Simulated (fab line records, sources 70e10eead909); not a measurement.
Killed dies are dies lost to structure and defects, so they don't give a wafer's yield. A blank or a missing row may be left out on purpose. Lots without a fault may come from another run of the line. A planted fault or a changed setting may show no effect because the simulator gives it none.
Chamber matching | flow nand_harc | NHARC_P_CONTACT_CMP_24 on cmp-01: 4 sister chambers
The step polishes, t overpolish 30 s, target thk 200 nm. 7 wafers are shown with their chamber, then 8 later ones without.

WAFERS WITH THEIR CHAMBER
wafer  | chamber | motor_current_A (A) | overpolish_run_s (s)
L107.4 | 2       | 13.5                | 29.990
L121.2 | 0       | 12.6                | 30.001
L121.5 | 3       | 12.2                | 29.994
L123.1 | 3       | 11.7                | 30.008
L123.3 | 0       | 13.0                | 30.006
L123.5 | 1       | 12.7                | 30.003
L124.4 | 1       | 12.2                | 29.990

WAFERS WITHOUT THEIR CHAMBER
wafer  | motor_current_A (A) | overpolish_run_s (s)
L124.5 | 12.8                | 30.005
L124.6 | 11.9                | 29.995
L125.1 | 13.5                | 29.993
L125.2 | 13.0                | 30.002
L125.4 | 12.1                | 30.016
L126.1 | 12.7                | 30.002
L126.3 | 13.2                | 30.009
L126.5 | 12.1                | 29.983

WHICH CHAMBER EACH WENT THROUGH
wafer  | from the rows above          | in truth
L124.5 | can't be placed: 0 or 1      | 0
L124.6 | can't be placed: 3 or 1      | 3
L125.1 | 2                            | 2
L125.2 | can't be placed: 0 or 1 or 2 | 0
L125.4 | can't be placed: 3 or 0 or 1 | 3
L126.1 | can't be placed: 0 or 1 or 3 | 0
L126.3 | can't be placed: 0 or 2 or 1 | 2
L126.5 | can't be placed: 1 or 3 or 0 | 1
Placed correctly: 1 of 8. Can't be placed from these rows: 7 (the true chamber is among the candidates in 7). Placed wrongly: 0.
How it was worked out, from the rows above alone: a wafer's distance from a chamber is the root of the sum, over the readings, of the square of ((its reading less the chamber's mean) divided by the reading's scatter). The wafer belongs to the nearest chamber; if the next one is less than 2 further off, it can't be placed. A chamber's mean is the mean of its shown wafers. The scatter: the root of (the sum of the squares of (reading less its chamber's mean) over the shown wafers, divided by (wafers less chambers)).
